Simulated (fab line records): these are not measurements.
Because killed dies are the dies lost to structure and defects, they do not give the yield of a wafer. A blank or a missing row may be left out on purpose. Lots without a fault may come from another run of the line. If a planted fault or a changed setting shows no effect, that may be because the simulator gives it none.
The tool behind it: which one? ; flow nand_harc ; 13 lots (39 wafers sampled), 1 step of a 1159-step route

WHAT THE GAUGES READ, wafer by wafer
NHARC_A_SGD_CUT_CD_MEAS_09 targets a cd of 100 nm. Usual: cd_nm reads 100.1 nm (standard deviation 0.4).
lot;measured;on;cd_nm (nm);flag
L709;day 13 12:13;cd_sem-01;101.1 100.2 100.1;
L710;day 14 04:31;cd_sem-02;100.2 99.7 101.0;
L712;day 14 04:56;cd_sem-01;99.8 99.7 99.9;
L715;day 14 09:07;cd_sem-03;99.7 100.7 100.3;
L714;day 14 09:22;cd_sem-02;100.2 100.4 99.3;
L713;day 14 21:06;cd_sem-03;99.9 100.7 100.3;
L718;day 16 06:40;cd_sem-03;100.6 100.2 100.4;
L724;day 17 17:48;cd_sem-02;99.6 99.1 99.3;
L727;day 18 06:44;cd_sem-02;100.6 100.8 100.4;
L726;day 18 07:09;cd_sem-02;100.2 100.2 99.6;
L730;day 19 03:08;cd_sem-02;100.0 100.3 100.0;
L728;day 19 16:06;cd_sem-02;100.0 100.4 99.8;
L731;day 19 16:13;cd_sem-02;100.2 99.9 100.1;

WHAT TOOL EACH LOT RAN ON (gives the tool, then ch and the chambers of the sampled wafers, and finally the start)
The record holds no process step before these readings.

WHAT THE TOOLS THEMSELVES READ (means of the sampled wafers that have a number; where no wafer has one, the mark that the record gives instead)
The record holds no such reading with a usual standard deviation.

THE ANSWER, worked out from the rows above alone
Rule: lot off if the mean of its wafers having a number is beyond 3 standard deviations from the usual mean. A lot without any number at a reading at which 4 lots or more have one is off too. Where the step has rows for the other lots, those lots are counted as sound. Order of review: gauges by route order, followed by the tools' own readings, for which a lot's mean as printed above is used. At the first step where some lot is off, the reading lying furthest off is the one used; lots without a number count as furthest.
Nothing can be told from this: no lot is off at any reading shown.

WHAT THE SIMULATOR HAD PUT IN
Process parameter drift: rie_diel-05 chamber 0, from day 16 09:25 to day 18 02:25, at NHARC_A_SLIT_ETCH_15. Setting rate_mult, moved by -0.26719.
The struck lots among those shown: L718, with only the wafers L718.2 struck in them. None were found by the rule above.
